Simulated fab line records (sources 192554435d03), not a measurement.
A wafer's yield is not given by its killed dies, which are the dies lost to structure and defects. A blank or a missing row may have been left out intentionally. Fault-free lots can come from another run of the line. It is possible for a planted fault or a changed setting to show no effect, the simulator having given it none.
Comparing a struck lot with a sound one || flow n5 finfet || 37 steps out of a route of 1938
Sound: the wafers L345.4, L345.5, L345.6. Struck: wafers L344.3, L344.4. (L344.2 of the same lot was not struck and is left out.) The cause comes at the end.
Each step with rows lists, per side, the tool, then ch with its chambers, then its first start. Under that, the readings that differ: sound wafers || struck wafers || difference of the means || sigmas: that difference in standard deviations of wafers without a fault.
alike: a reading whose means differ by less than 2 such deviations, as well as words and numbers matching on both sides. not compared: withheld readings; readings where some wafer has no value; bounds like >300 that might hide an equal value; numbers whose values overlap and for which the record gives no deviation.
The two part at a step that has a row with sigmas, a row that says differs or no value, or rows on one side only. Numbers that don't overlap but have no deviation are shown without sigmas and don't part them. A reading missing from all wafers of one side parts the sides only when that side holds two or more wafers.

first, 9 steps without rows for these wafers: N5_MOL_CONTACT_COAG_COAT_34 (resist thk 40 nm); N5_MOL_CONTACT_COAG_EBR_36; N5_MOL_CONTACT_COAG_SOFTBAKE_35 (time 60 s); N5_MOL_CONTACT_COAG_EXPOSE_37 (exposes mask VD, defocus 0 nm); N5_MOL_CONTACT_COAG_PEB_38 (peb time 60 s); N5_MOL_CONTACT_COAG_DEVELOP_39 (develop time 30 s); N5_MOL_CONTACT_COAG_DESCUM_45 (chemistry O2, time 7 s); N5_MOL_CONTACT_COAG_ETCH_65 (etches underlayer in N2/H2, target depth 13 nm, time 10.4 s); N5_MOL_CONTACT_COAG_ETCH_66 (etches SiARC in CF4, target depth 13 nm, time 21.7 s).
N5_MOL_CONTACT_COAG_ALD_133: deposits SiO2, target thk 5 nm, pulse time 1 s, co reactant pulse time 1 s.
  sound on ald sin-01 ch 0,1, day 10 23:00; struck on ald sin-03 ch 0,3, day 10 11:17
{"reading": "ald cycles", "sound": "35 35 35", "struck": "55 55", "difference": "+20", "sigmas": ""}
{"reading": "model.SiO2_of_MOL_CONTACT_COAG_ALD_133.thk nm (nm)", "sound": "5 5 5", "struck": "7.8 7.8", "difference": "+2.8", "sigmas": ""}
  alike: heater power w, precursor pulse height rel
then, 25 steps without rows for these wafers: N5_MOL_CONTACT_COAG_ETCHBACK_134 (etches SiO2 in CHF3, target depth 10 nm, time 6.7 s); N5_MOL_CONTACT_COAG_ETCH_67 (etches SOC in N2/H2, target depth 60 nm, overetch 21 nm, time 101.2 s); N5_MOL_CONTACT_COAG_STRIP_68 (strips in N2/H2); N5_MOL_CONTACT_COAG_STRIP_69 (strips in N2/H2); N5_MOL_CONTACT_COAG_ETCHBACK_136 (etches SiO2 in CHF3, target depth 25 nm, time 16.7 s); N5_MOL_CONTACT_COAG_STRIP_120 (strips in CHF3); N5_MOL_CONTACT_COAG_VIA_ETCH_117 (etches SiO2 in C4F6/O2, target depth 40 nm, overetch 8 nm, time 26 s); N5_MOL_CONTACT_COAG_ETCH_124 (etches SiNx in CH3F/O2, stops on SiOC, target depth 6.5 nm); N5_MOL_CONTACT_COAG_ETCH_48 (etches SiOC in C4F6/O2, target depth 15 nm, overetch 4.5 nm, time 17 s); N5_MOL_CONTACT_COAG_STRIP_72 (strips in N2/H2); N5_MOL_CONTACT_COAG_STRIP_49 (strips in N2/H2, time 30 s); N5_MOL_CONTACT_COAG_PRECLEAN_138 (cleans in alkaline clean, time 60 s); N5_MOL_CONTACT_COAG_SRD_139 (time 30 s); N5_MOL_CONTACT_COAG_PRE_CLEAN_121; N5_MOL_CONTACT_COAG_CVD_140 (deposits W, target thk 66.5 nm, time 215 s); N5_MOL_CONTACT_COAG_PRECLEAN_127 (cleans in DIW, time 57.5 s); N5_MOL_CONTACT_COAG_SRD_128 (dry time 32 s); N5_MOL_CONTACT_COAG_CMP_52 (polishes, stops on SiO2, t overpolish 1.5 s, target thk 66.5 nm); N5_MOL_CONTACT_COAG_ANNEAL_112 (time 1800 s); N5_BEOL_M0_SAQP_PECVD_00 (deposits SiCN from 3MS/NH3, target thk 8 nm, time 14 s); N5_BEOL_M0_SAQP_ILD_DEP_01 (deposits SiOC from DEMS/O2, target thk 45.419 nm, time 8.7 s); N5_BEOL_M0_SAQP_HM_DEP_02 (deposits TiN, target thk 12 nm); N5_BEOL_M0_SAQP_PECVD_03 (deposits SiCN from 3MS/NH3, target thk 12 nm, time 21.1 s); N5_BEOL_M0_SAQP_PECVD_96 (deposits a-Si from SiH4/He, target thk 45 nm, time 45.2 s); N5_BEOL_M0_SAQP_PECVD_97 (deposits SiNx from SiH4/NH3/N2, target thk 23 nm, time 19.9 s).
N5_BEOL_M4_RC_MEAS_101:
  the record has rows for the sound wafers here (prober-01 ch 0, day 14 15:46) and none for the struck ones
-- record jumps: 8 days separate the struck wafers' starts on either side; left off in module BEOL_M4, taken up again in module PASSIVATION, whose first shown step is the route's number 1936 --
N5_PASSIVATION_PROBE_49:
  the record has rows for the struck wafers here (prober-01, day 17 23:20) and none for the sound ones

== WHERE THEY PART ==
First at N5_BEOL_M4_RC_MEAS_101; last, within this record, at N5_PASSIVATION_PROBE_49.

WHY: what had been put in by the simulator
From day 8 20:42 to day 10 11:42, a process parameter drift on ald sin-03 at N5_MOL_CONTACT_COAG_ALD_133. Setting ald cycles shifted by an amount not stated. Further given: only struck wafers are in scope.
